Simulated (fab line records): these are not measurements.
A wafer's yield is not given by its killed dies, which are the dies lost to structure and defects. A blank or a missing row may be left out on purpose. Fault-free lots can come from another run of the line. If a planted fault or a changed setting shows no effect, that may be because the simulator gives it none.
fab line records	flow n5_finfet
record: lots: 9	wafers: 26	last_day: 19
route steps=1938 shown BEOL_M4@1111 BEOL_M12@1632 PASSIVATION@1936
lots that met no fault: from a run of the same line without faults
start_h: hours from the record's first day to the start of the lot's first wafer shown	wait_h: hours since the lot's step before	" identical to the entry in the row above	L1.1+2: a row that stands for several wafers	- no value present, or no start provided	* or withheld: withheld	< > ~ a bound
route shown NAME@n: a module of which the file shows steps, and the number in the route of the first	usual: mean/standard deviation of fault-free wafers	same: alike in all rows	chamber/n: place in a boat	sites: the reading at each site	_std_site: their standard deviation	_edge_site: outer sites' mean less inner sites'	radius_mm: how far each site lies from the wafer's centre	mask NAME#n: copy n	behind: tool/chamber where the wafer was last shaped	hold: what put the lot on hold/how long, in hours/how the hold closed	device: whichever transistor did not switch (one of n, p or np)	end of line: tests run on the same wafers once the route is complete	for a step that has no rows: nothing shown but its recipe	killed: the dies lost at the first sort to structure and to defects; this is not the yield of the wafer	map: a wafer's dies, x killed, . not, _ none there
set.NAME: the setting that was run; set.NAME@STEP: the one run at that earlier step	model.NAME: the simulator's own value behind a step, which no gauge read
a sample of lots followed through the steps of the route, with each step as a table and each wafer as a row
services: when a tool's chamber went out of use (start_h, in hours from the record's first day, below 0 if earlier), for how many hours, and the reason
== steps ==
step: N5_BEOL_M4_RC_MEAS_101
usual: DIBL_N: 35.8/2.2	DIBL_P: 35.3/2.7	IOFF_N: 0.16/0.043	IOFF_P: 0.21/0.043	ION_N: 676/15	ION_P: 463/9.1	SS_N: 71.4/0.77	SS_P: 73.0/0.79	VT_N: 250/4	VT_P: -249.8/2.8
lot.wafer	tool	chamber	start_h	wait_h	DIBL_N[mV/V]	DIBL_P[mV/V]	IOFF_N[nA/um]	IOFF_P[nA/um]	ION_N[uA/um]	ION_P[uA/um]	SS_N[mV/dec]	SS_P[mV/dec]	VT_N[mV]	VT_P[mV]
L718.1	prober-02	0	216.24	0.0	37.4	36.2	0.17	0.24	681	474	71.5	73.3	251	-248.1
L718.6	"	0	"	"	38.7	38.2	0.19	0.28	695	475	72.6	73.8	247	-247.4
L722.2	prober-02	0	228.23	0.2	35.8	33.7	0.16	0.19	682	468	70.4	72.5	247	-248.5
L722.3	"	0	"	"	37.3	35.3	0.17	0.20	685	466	71.9	74.0	248	-251.6
L722.4	"	0	"	"	34.9	34.2	0.14	0.19	674	469	71.3	73.3	250	-251.7
L730.4	prober-02	0	285.28	0.5	35.7	35.0	0.15	0.20	693	480	71.4	73.5	251	-249.1
L730.5	"	0	"	"	34.3	33.1	0.12	0.17	669	457	71.2	72.0	254	-251.4
L730.6	"	0	"	"	36.9	35.8	0.16	0.21	680	464	71.9	73.0	250	-249.4
L731.1	prober-02	0	293.45	0.0	34.2	33.5	0.12	0.18	666	460	70.2	72.3	255	-250.9
L731.3	"	0	"	"	33.0	34.1	0.13	0.19	670	469	70.6	72.6	249	-249.6
L731.4	"	0	"	"	39.0	40.5	0.24	0.30	702	486	71.8	74.1	244	-244.9
L732.1	prober-01	0	294.15	0.0	33.9	34.6	0.12	0.18	672	462	71.1	72.8	251	-249.1
L732.2	"	0	"	"	36.2	37.2	0.16	0.22	685	471	72.0	73.3	247	-249.4
L732.5	"	0	"	"	34.3	35.1	0.13	0.19	685	471	70.7	72.5	251	-250.4
L733.1	prober-01	0	309.86	0.0	34.8	32.2	0.11	0.18	671	458	71.5	72.6	254	-251.6
L733.3	"	0	"	"	34.6	30.8	0.10	0.16	649	457	71.3	72.3	258	-251.8
L733.5	"	0	"	"	37.2	34.4	0.14	0.21	669	468	71.7	73.1	252	-248.4
L734.4	prober-02	0	310.06	0.5	33.6	33.1	0.12	0.17	673	463	70.5	72.1	251	-255.0
L734.5	"	0	"	"	34.4	32.8	0.14	0.16	679	453	71.0	72.0	252	-253.8
L734.6	"	0	"	"	37.1	36.3	0.17	0.21	673	449	72.3	73.5	250	-249.5
L735.3	prober-01	0	314.68	0.3	35.3	33.6	0.14	0.21	667	466	71.1	72.9	249	-250.5
L735.5	"	0	"	"	35.0	31.5	0.12	0.16	660	459	71.0	72.0	254	-252.2
L735.6	"	0	"	"	35.3	33.0	0.14	0.18	682	466	71.3	72.1	251	-250.8
L736.2	prober-02	0	316.96	0.2	32.9	32.4	0.11	0.15	637	436	70.9	71.5	255	-254.5
L736.3	"	0	"	"	33.3	34.0	0.13	0.18	674	458	71.1	72.9	248	-248.6
L736.5	"	0	"	"	36.5	36.4	0.17	0.21	658	450	72.3	73.1	249	-250.6
step: N5_BEOL_M12_CD_MEAS_28
recipe: target_cd_nm: 160.2	landing_energy_ev: 500	detector: se_inlens	polarity: opening
usual: cd_nm: 161.3/2
lot.wafer	tool	chamber	start_h	wait_h	cd_nm
L718.1	cd_sem-03	0	282.82	-	163.2
L718.6	"	0	"	"	162.5
L722.2	cd_sem-03	0	298.22	-	161.7
L722.3	"	0	"	"	157.6
L722.4	"	0	"	"	160.1
L730.4	cd_sem-01	0	357.69	-	159.7
L730.5	"	0	"	"	158.7
L730.6	"	0	"	"	159.0
L732.1	cd_sem-01	0	368.76	-	161.3
L732.2	"	0	"	"	161.7
L732.5	"	0	"	"	161.6
L731.1	cd_sem-03	0	369.18	-	161.5
L731.3	"	0	"	"	161.7
L731.4	"	0	"	"	159.6
L733.1	cd_sem-02	0	387.79	-	160.3
L733.3	"	0	"	"	162.4
L733.5	"	0	"	"	161.2
L734.4	cd_sem-01	0	390.29	-	163.3
L734.5	"	0	"	"	166.4
L734.6	"	0	"	"	163.8
L736.2	cd_sem-03	0	394.49	-	160.8
L736.3	"	0	"	"	158.9
L736.5	"	0	"	"	158.1
L735.3	cd_sem-02	0	396.84	-	159.1
L735.5	"	0	"	"	160.0
L735.6	"	0	"	"	161.5
step: N5_BEOL_M12_ETCH_67
recipe: chemistry: CF4	target: SiARC	target_depth_a: 1430	time_s: 238.3	ion_energy_ev: 80	pressure_mtorr: 40	source_w: 545	bias_w: 36	Ar_flow_sccm: 100	cf4_flow_sccm: 100	ends: cleared
usual: bias_w: 35.99/0.11	cf4_flow_sccm: 100.0/0.33	drypump_motor_current_A: 5.5/0.45	etch_rf_on_time_s: 236/8.4	oes_product_au: 0.67/0.066	rf_vpp_V: 184.0/1.2	showerhead_plenum_p_Torr: 2.14/0.069	throttle_valve_pct: 15.62/0.19
lot.wafer	tool	chamber	start_h	wait_h	bias_w	cf4_flow_sccm	drypump_motor_current_A	etch_rf_on_time_s	oes_product_au	rf_hours_counter_h	rf_vpp_V	showerhead_plenum_p_Torr	throttle_valve_pct
L718.1	rie_diel-04	0	283.28	0.0	36.03	99.5	5.5	222	0.79	26	186.3	2.25	15.21
L718.6	"	2	"	"	35.96	100.3	4.7	230	0.73	-	185.5	2.18	15.70
L722.2	rie_diel-04	0	298.50	0.0	35.93	99.7	5.5	222	0.79	32	186.0	2.25	15.21
L722.3	"	2	"	"	35.84	100.7	4.7	232	0.72	63	184.7	2.18	15.70
L722.4	"	3	"	"	35.90	100.1	5.6	238	0.59	243	184.5	2.20	15.81
L730.4	rie_diel-01	1	357.81	0.0	36.16	100.6	5.8	241	0.63	157	182.6	2.06	15.58
L730.5	"	2	"	"	35.97	99.8	5.6	233	0.64	-	185.3	2.12	15.50
L730.6	"	1	"	"	35.98	100.3	5.8	241	0.64	-	183.2	2.06	15.55
L732.1	rie_diel-04	0	368.88	0.0	35.84	100.0	5.5	223	0.75	58	187.9	2.24	15.27
L732.2	"	1	"	"	35.94	99.7	5.8	246	0.62	181	182.4	2.15	15.67
L732.5	"	1	"	"	36.01	100.4	5.8	244	0.62	-	183.1	2.15	15.69
L731.1	rie_diel-04	0	369.37	0.0	36.03	99.7	5.5	222	0.75	58	185.3	2.24	15.27
L731.3	"	2	"	"	36.24	99.8	4.8	228	0.70	91	183.7	2.17	15.77
L731.4	"	3	"	"	35.96	99.9	5.7	231	0.79	13	184.5	2.20	15.39
L733.1	rie_diel-01	1	387.99	0.0	35.78	99.7	5.8	244	0.62	167	183.1	2.06	15.57
L733.3	"	2	"	"	35.90	99.7	5.6	238	0.62	160	183.3	2.12	15.53
L733.5	"	1	"	"	35.85	99.8	5.8	245	0.63	-	181.9	2.06	15.58
L734.4	rie_diel-01	2	390.78	0.0	36.37	100.2	5.6	239	0.62	162	183.9	2.12	15.53
L734.5	"	0	"	"	35.85	100.0	6.3	235	0.60	-	184.8	2.04	15.88
L734.6	"	1	"	"	36.22	99.7	5.7	247	0.61	-	181.7	2.06	15.58
L736.2	rie_diel-04	0	394.61	0.0	35.88	99.7	5.6	219	0.75	66	184.5	2.24	15.27
L736.3	"	2	"	"	35.91	99.8	4.8	230	0.69	97	185.0	2.16	15.76
L736.5	"	2	"	"	35.98	99.9	4.8	230	0.69	-	184.3	2.16	15.77
L735.3	rie_diel-02	1	396.96	0.0	35.92	100.1	5.2	239	0.59	202	182.3	2.12	15.63
L735.5	"	3	"	"	36.09	99.7	4.9	234	0.66	-	185.2	2.14	15.64
L735.6	"	2	"	"	36.04	100.0	5.8	259	0.58	-	184.9	2.24	15.71
step: N5_BEOL_M12_TRENCH_ETCH_34
recipe: chemistry: C4F8/O2/Ar	target: SiOC	target_depth_a: 3189.5	mask_material: SOC	pressure_mtorr: 30	source_w: 3000	bias_w: 700	Ar_flow_sccm: 400	C4F8_flow_sccm: 15	O2_flow_sccm: 8	he_inner_torr: 15	he_outer_torr: 30	time_s: 125.5	ion_energy_ev: 250
usual: C4F8_flow_sccm: 14.99/0.04	O2_flow_sccm: 7.997/0.025	drypump_motor_current_A: 5.5/0.45	oes_product_au: 0.78/0.07	rf_vpp_V: 666/3.2	showerhead_plenum_p_Torr: 3.42/0.11	throttle_valve_pct: 24.21/0.22
lot.wafer	tool	chamber	start_h	wait_h	C4F8_flow_sccm	O2_flow_sccm	drypump_motor_current_A	oes_product_au	rf_hours_counter_h	rf_vpp_V	showerhead_plenum_p_Torr	throttle_valve_pct
L718.1	rie_diel-04	0	283.61	0.0	14.91	8.011	5.5	0.90	27	671	3.60	23.82
L718.6	"	2	"	"	15.00	7.957	4.8	0.85	-	666	3.48	24.45
L722.2	rie_diel-04	0	298.83	0.0	15.01	8.038	5.6	0.89	32	669	3.59	23.84
L722.3	"	2	"	"	15.02	8.040	4.8	0.83	63	668	3.48	24.43
L722.4	"	3	"	"	15.02	7.997	5.7	0.68	243	669	3.49	24.17
L730.4	rie_diel-01	1	358.14	0.0	-	-	-	-	-	-	-	-
L730.5	"	2	"	"	-	-	-	-	-	-	-	-
L730.6	"	1	"	"	-	-	-	-	-	-	-	-
L732.1	rie_diel-04	0	369.21	0.0	-	-	-	-	-	-	-	-
L732.2	"	1	"	"	-	-	-	-	-	-	-	-
L732.5	"	1	"	"	-	-	-	-	-	-	-	-
L731.1	rie_diel-04	0	369.70	0.0	-	-	-	-	-	-	-	-
L731.3	"	2	"	"	-	-	-	-	-	-	-	-
L731.4	"	3	"	"	-	-	-	-	-	-	-	-
L733.1	rie_diel-01	1	388.32	0.0	14.94	7.975	5.8	0.75	168	660	3.30	24.17
L733.3	"	2	"	"	14.95	7.987	5.6	0.72	160	666	3.36	23.89
L733.5	"	1	"	"	14.93	7.930	5.8	0.74	-	661	3.30	24.18
L734.4	rie_diel-01	2	391.11	0.0	15.04	8.028	5.6	0.71	162	665	3.36	23.87
L734.5	"	0	"	"	15.00	7.969	6.2	0.70	-	661	3.23	24.24
L734.6	"	1	"	"	14.96	8.004	5.8	0.73	-	661	3.30	24.17
L736.2	rie_diel-04	0	394.94	0.0	14.91	8.004	5.6	0.85	66	670	3.58	23.88
L736.3	"	2	"	"	14.99	7.969	4.8	0.80	98	666	3.46	24.50
L736.5	"	2	"	"	15.06	7.999	4.8	0.80	-	667	3.46	24.48
L735.3	rie_diel-02	1	397.29	0.0	14.98	8.015	5.2	0.70	202	666	3.41	24.40
L735.5	"	3	"	"	15.03	8.017	4.9	0.77	-	667	3.41	24.22
L735.6	"	2	"	"	14.97	8.034	5.8	0.70	-	668	3.58	24.40
step: N5_BEOL_M12_OCD_MEAS_35
usual: trench_depth_nm: 321/5.4
lot.wafer	tool	chamber	start_h	wait_h	trench_depth_nm
L718.1	ocd-02	-	283.76	0.0	323
L718.6	"	-	"	"	322
L722.2	ocd-02	-	298.98	0.0	324
L722.3	"	-	"	"	320
L722.4	"	-	"	"	314
L730.4	ocd-01	-	358.30	0.0	0
L730.5	"	-	"	"	0
L730.6	"	-	"	"	0
L732.1	ocd-01	-	369.36	0.0	0
L732.2	"	-	"	"	0
L732.5	"	-	"	"	0
L731.1	ocd-01	-	369.85	0.0	0
L731.3	"	-	"	"	0
L731.4	"	-	"	"	0
L733.1	ocd-02	-	388.47	0.0	323
L733.3	"	-	"	"	309
L733.5	"	-	"	"	322
L734.4	ocd-01	-	391.27	0.0	305
L734.5	"	-	"	"	321
L734.6	"	-	"	"	316
L736.2	ocd-01	-	395.10	0.0	325
L736.3	"	-	"	"	322
L736.5	"	-	"	"	323
L735.3	ocd-01	-	397.45	0.0	320
L735.5	"	-	"	"	316
L735.6	"	-	"	"	308
step: N5_BEOL_M12_SPUTTER_44
recipe: material: Ta	target_thk_a: 100	temp_c: 50	bias_v: 80	power_w: 15000	chamber_pressure_pa: 0.07	time_s: 16.13
usual: cathode_dc_power_W: 15000/2.9	throttle_valve_pct: 30.0/1
lot.wafer	tool	chamber	start_h	wait_h	cathode_dc_power_W	throttle_valve_pct
L718.1	pvd_sputter-02	-	286.65	0.0	15001	28.6
L718.6	"	-	"	"	15000	29.8
L722.2	pvd_sputter-01	-	304.67	0.0	14997	28.2
L722.3	"	-	"	"	15002	31.0
L722.4	"	-	"	"	15004	30.4
L730.4	pvd_sputter-02	-	359.57	0.0	14999	30.4
L730.5	"	-	"	"	15002	29.8
L730.6	"	-	"	"	15005	30.2
L732.1	pvd_sputter-02	-	370.22	0.0	14999	30.2
L732.2	"	-	"	"	14996	28.4
L732.5	"	-	"	"	14997	28.2
L731.1	pvd_sputter-02	-	375.71	0.0	15000	30.4
L731.3	"	-	"	"	14999	31.3
L731.4	"	-	"	"	14999	28.4
L733.1	pvd_sputter-01	-	391.12	0.0	15000	30.5
L733.3	"	-	"	"	15001	28.1
L733.5	"	-	"	"	15002	31.0
L734.4	pvd_sputter-03	-	393.44	0.0	14998	31.0
L734.5	"	-	"	"	15001	30.5
L734.6	"	-	"	"	14998	30.4
L736.2	pvd_sputter-01	-	398.94	0.0	15001	29.9
L736.3	"	-	"	"	15003	30.7
L736.5	"	-	"	"	15000	30.5
L735.3	pvd_sputter-01	-	399.26	0.0	14995	28.4
L735.5	"	-	"	"	15001	30.8
L735.6	"	-	"	"	14998	28.2
step: N5_PASSIVATION_PROBE_49
usual: defect_limited_yield: 91.1/1.4	killed_at_M0_to_M3: 34/11	killed_at_M4_up: 14/5.6	killed_at_contacts: 13/5.9	killed_at_front_end: 40/11	killed_at_other: 4/3.1	killed_dies: 105/16	killed_on_rim: 14/4.2	killed_open: 68/11	killed_short: 34/8.4	sort_bin_5_function: 5.2/0.86	sort_bin_6_memory: 3.2/0.7	sort_bin_8_speed: 0.1/1.1	sort_n_pass: 1074/21	sort_yield_pct: 91.0/1.8
same: gross_dies: 1180	killed_at_back_side: 0	sort_bin_4_leakage[%]: 0
lot.wafer	tool	chamber	start_h	wait_h	defect_limited_yield[%]	killed_at_M0_to_M3	killed_at_M4_up	killed_at_contacts	killed_at_front_end	killed_at_other	killed_dies	killed_on_rim	killed_open	killed_short	sort_bin_5_function[%]	sort_bin_6_memory[%]	sort_bin_8_speed[%]	sort_n_pass	sort_yield_pct[%]
L730.4	prober-01	-	402.88	0.2	0	24	1118	14	24	0	1180	152	49	27	97.8	2.0	0	0	0
L730.5	prober-01	-	402.93	0.2	0	37	1080	11	48	4	1180	152	77	39	95.6	4.2	0	0	0
L730.6	prober-01	-	402.98	0.3	0	21	1078	15	61	5	1180	152	79	39	95.2	3.4	0	0	0
L732.1	prober-02	-	412.78	0.0	0	39	1104	8	28	1	1180	152	58	34	96.9	2.9	0	0	0
L732.2	prober-02	-	412.83	0.1	0	39	1085	16	39	1	1180	152	72	37	95.8	3.9	0	0	0
L732.5	prober-02	-	412.98	0.2	0	48	1077	17	38	0	1180	152	85	29	94.7	5.2	0	0	0
L731.1	prober-02	-	464.38	0.0	0	42	1085	13	32	8	1180	152	76	34	96.2	3.7	0	0	0
L731.3	prober-02	-	464.48	0.1	0	22	1094	13	46	5	1180	152	72	31	96.9	2.8	0	0	0
L731.4	prober-02	-	464.53	0.2	0	42	1093	3	38	4	1180	152	69	34	96.3	3.6	0	0	0
killed by level:class
L730.4 BEOL_M12:area_etch=1103 MOL_CONTACT_COAG:geometric_particle:open=12 BEOL_M0_SAQP:geometric_particle:short=7 BEOL_M0_SAQP:geometric_particle:open=5 FIN_SAQP:geometric_particle:short=4 STI_FIN_REVEAL:geometric_particle:open=4 BEOL_M0:geometric_particle:open=4 BEOL_M4:geometric_particle:open=4
L730.5 BEOL_M12:area_etch=1063 FIN_SAQP:geometric_particle:open=16 BEOL_M1:geometric_particle:open=15 MOL_CONTACT_COAG:geometric_particle:open=9 BEOL_M0_SAQP:geometric_particle:open=8 FIN_SAQP:geometric_particle:short=7 STI_FIN_REVEAL:geometric_particle:open=6 BEOL_M1:geometric_particle:short=6
L730.6 BEOL_M12:area_etch=1050 BEOL_M4:geometric_particle:open=12 STI_FIN_REVEAL:geometric_particle:open=12 HKMG_FIN:area_etch=12 MOL_CONTACT_COAG:geometric_particle:open=11 FIN_SAQP:geometric_particle:open=9 FIN_SAQP:geometric_particle:short=9 BEOL_M5:geometric_particle:open=9
L732.1 BEOL_M12:area_etch=1088 BEOL_M0_SAQP:geometric_particle:short=11 BEOL_M2:geometric_particle:open=10 BEOL_M0_SAQP:geometric_particle:open=8 BEOL_M5:geometric_particle:open=6 DUMMY_GATE:geometric_particle:open=5 MOL_CONTACT_COAG:geometric_particle:open=5 BEOL_M3:geometric_particle:open=5
L732.2 BEOL_M12:area_etch=1070 FIN_SAQP:geometric_particle:short=16 MOL_CONTACT_COAG:geometric_particle:open=10 BEOL_M2:geometric_particle:open=10 BEOL_M0_SAQP:geometric_particle:open=8 STI_FIN_REVEAL:geometric_particle:open=6 MOL_CONTACT_COAG:geometric_particle:short=6 BEOL_M3:geometric_particle:open=6
L732.5 BEOL_M12:area_etch=1065 BEOL_M0_SAQP:geometric_particle:open=25 MOL_CONTACT_COAG:geometric_particle:open=15 FIN_SAQP:geometric_particle:open=9 DUMMY_GATE:geometric_particle:open=6 BEOL_M0_SAQP:geometric_particle:short=5 BEOL_M1:geometric_particle:open=5 BEOL_M3:geometric_particle:open=5
L731.1 BEOL_M12:area_etch=1069 BEOL_M2:geometric_particle:open=18 GATE_CUT:geometric_particle:short=9 MOL_CONTACT_COAG:geometric_particle:open=9 BEOL_M2:geometric_particle:short=8 BEOL_M1:geometric_particle:open=7 STI_FIN_REVEAL:geometric_particle:open=5 BEOL_M4:geometric_particle:open=5
L731.3 BEOL_M12:area_etch=1077 MOL_CONTACT_COAG:geometric_particle:open=12 BEOL_M4:geometric_particle:open=12 STI_FIN_REVEAL:geometric_particle:open=10 FIN_SAQP:geometric_particle:open=8 BEOL_M3:geometric_particle:open=8 FIN_SAQP:geometric_particle:short=7 BEOL_M0_SAQP:geometric_particle:open=5
L731.4 BEOL_M12:area_etch=1076 BEOL_M2:geometric_particle:open=12 BEOL_M0_SAQP:geometric_particle:open=8 STI_FIN_REVEAL:geometric_particle:open=7 BEOL_M0_SAQP:geometric_particle:short=7 FIN_SAQP:geometric_particle:open=6 DUMMY_GATE:geometric_particle:open=6 BEOL_M5:geometric_particle:open=6
== services ==
tool	chamber	start_h	hours	kind
rie_diel-04	1	304.65	10.7	repair
rie_diel-04	3	315.41	-	clean
rie_diel-04	3	315.41	-	consumable_replace:focus_ring
rie_diel-04	3	315.41	16.5	scheduled_down
rie_diel-04	3	315.41	16.5	vent_cycle
rie_diel-02	-	322.87	0.1	repair
rie_diel-04	-	344.56	3.4	repair
rie_diel-02	3	357.61	11.6	repair
rie_diel-04	0	361.76	5.4	repair
rie_diel-04	2	370.83	6.1	repair
pvd_sputter-02	-	395.62	10.8	repair
== key ==
first_sign: step: N5_BEOL_M12_TRENCH_ETCH_34	reading: tool_record	direction: missing
effect: step: N5_BEOL_M12_OCD_MEAS_35	reading: trench_depth_nm	direction: down	sigmas: 59	usual: 321	struck: 0
effect: step: N5_PASSIVATION_PROBE_49	reading: killed_at_M4_up	direction: up	sigmas: 99+	usual: 14	struck: 1090
more_kills_born_at: N5_BEOL_M12_TRENCH_ETCH_34@rie_diel-04: 6445	N5_BEOL_M12_TRENCH_ETCH_34@rie_diel-01: 3216
met_at N5_BEOL_M12_TRENCH_ETCH_34
struck_lots L730,L731,L732
later_rows_left_out L730.4,L730.5,L730.6,L731.1,L731.3,L731.4,L732.1,L732.2,L732.5
not_acting_at N5_BEOL_M12_CD_MEAS_28,N5_BEOL_M12_ETCH_67,N5_BEOL_M12_SPUTTER_44
onset_between 298.83 358.14
fault: kind: skipped_step_whole	tool: rie_diel-01,rie_diel-04	chamber: -	onset_h: 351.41	steps: N5_BEOL_M12_TRENCH_ETCH_34	scope: struck_lots_only
later_rows_left_out: the simulator's readings of these wafers behind a module that went badly wrong aren't trusted and aren't shown, but for the sort
